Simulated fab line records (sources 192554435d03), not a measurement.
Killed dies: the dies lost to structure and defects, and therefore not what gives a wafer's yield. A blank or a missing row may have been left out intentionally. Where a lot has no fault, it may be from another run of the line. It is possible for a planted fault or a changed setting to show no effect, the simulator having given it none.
Chamber matching :: flow n5 finfet :: 3 sister chambers for N5_FIN_SAQP_PECVD_48 on pecvd-02
The step deposits SiNx from SiH4/NH3/N2, target thk 25 nm, time 22.1 s. 16 wafers are shown with their chamber, then 8 later ones without.

== WAFERS, EACH WITH ITS CHAMBER ==
wafer: L074.2
chamber: 0
throttle valve pct (%): 38.7
showerhead plenum p Torr (Torr): 5.132
heater power w (W): 684

wafer: L074.3
chamber: 1
throttle valve pct (%): 42.1
showerhead plenum p Torr (Torr): 5.130
heater power w (W): 720

wafer: L074.5
chamber: 1
throttle valve pct (%): 42.1
showerhead plenum p Torr (Torr): 5.136
heater power w (W): 695

wafer: L075.2
chamber: 1
throttle valve pct (%): 42.1
showerhead plenum p Torr (Torr): 5.133
heater power w (W): 668

wafer: L075.4
chamber: 0
throttle valve pct (%): 38.8
showerhead plenum p Torr (Torr): 5.112
heater power w (W): 773

wafer: L075.6
chamber: 0
throttle valve pct (%): 38.7
showerhead plenum p Torr (Torr): 5.117
heater power w (W): 755

wafer: L077.1
chamber: 1
throttle valve pct (%): 42.1
showerhead plenum p Torr (Torr): 5.133
heater power w (W): 626

wafer: L077.2
chamber: 0
throttle valve pct (%): 39.0
showerhead plenum p Torr (Torr): 5.113
heater power w (W): 758

wafer: L077.3
chamber: 0
throttle valve pct (%): 38.9
showerhead plenum p Torr (Torr): 5.122
heater power w (W): 750

wafer: L079.1
chamber: 2
throttle valve pct (%): 36.4
showerhead plenum p Torr (Torr): 5.151
heater power w (W): 693

wafer: L079.3
chamber: 1
throttle valve pct (%): 42.1
showerhead plenum p Torr (Torr): 5.127
heater power w (W): 676

wafer: L079.5
chamber: 1
throttle valve pct (%): 42.4
showerhead plenum p Torr (Torr): 5.123
heater power w (W): 671

wafer: L080.4
chamber: 1
throttle valve pct (%): 42.1
showerhead plenum p Torr (Torr): 5.127
heater power w (W): 685

wafer: L080.5
chamber: 0
throttle valve pct (%): 39.1
showerhead plenum p Torr (Torr): 5.108
heater power w (W): 781

wafer: L080.6
chamber: 2
throttle valve pct (%): 36.2
showerhead plenum p Torr (Torr): 5.149
heater power w (W): 637

wafer: L089.1
chamber: 0
throttle valve pct (%): 39.0
showerhead plenum p Torr (Torr): 5.112
heater power w (W): 762

SIGNATURES, as means of the wafers listed above
reading: throttle valve pct
chamber 0: 38.886
chamber 1: 42.143
chamber 2: 36.300
scatter within a chamber: 0.137

reading: showerhead plenum p Torr
chamber 0: 5.11657
chamber 1: 5.12986
chamber 2: 5.15000
scatter within a chamber: 0.00632

reading: heater power w
chamber 0: 751.86
chamber 1: 677.29
chamber 2: 665.00
scatter within a chamber: 31.1
Rule: a wafer's distance from a chamber is the root of the sum, over the readings, of the square of ((its reading less the chamber's mean) divided by the reading's scatter). The wafer belongs to the nearest chamber; if the next one is less than 2 further off, it can't be placed. The scatter: the root of (the sum of the squares of (reading less its chamber's mean) over the shown wafers, divided by (wafers less chambers)).

== WAFERS MISSING THEIR CHAMBER ==
wafer: L089.2
throttle valve pct (%): 36.3
showerhead plenum p Torr (Torr): 5.164
heater power w (W): 766

wafer: L089.6
throttle valve pct (%): 41.9
showerhead plenum p Torr (Torr): 5.119
heater power w (W): 718

wafer: L091.1
throttle valve pct (%): 42.3
showerhead plenum p Torr (Torr): 5.126
heater power w (W): 605

wafer: L091.4
throttle valve pct (%): 39.1
showerhead plenum p Torr (Torr): 5.123
heater power w (W): 723

wafer: L091.5
throttle valve pct (%): 36.2
showerhead plenum p Torr (Torr): 5.145
heater power w (W): 744

wafer: L095.3
throttle valve pct (%): 36.2
showerhead plenum p Torr (Torr): 5.153
heater power w (W): 735

wafer: L095.5
throttle valve pct (%): 36.3
showerhead plenum p Torr (Torr): 5.152
heater power w (W): 762

wafer: L095.6
throttle valve pct (%): 39.3
showerhead plenum p Torr (Torr): 5.124
heater power w (W): 672

== WHICH CHAMBER EACH WENT THROUGH ==
wafer: L089.2
from the rows above: 2
in truth: 2

wafer: L089.6
from the rows above: 1
in truth: 1

wafer: L091.1
from the rows above: 1
in truth: 1

wafer: L091.4
from the rows above: 0
in truth: 0

wafer: L091.5
from the rows above: 2
in truth: 2

wafer: L095.3
from the rows above: 2
in truth: 2

wafer: L095.5
from the rows above: 2
in truth: 2

wafer: L095.6
from the rows above: 0
in truth: 0
Correctly placed: 8 of 8. Not placeable from these rows: 0. Number placed wrongly: 0.
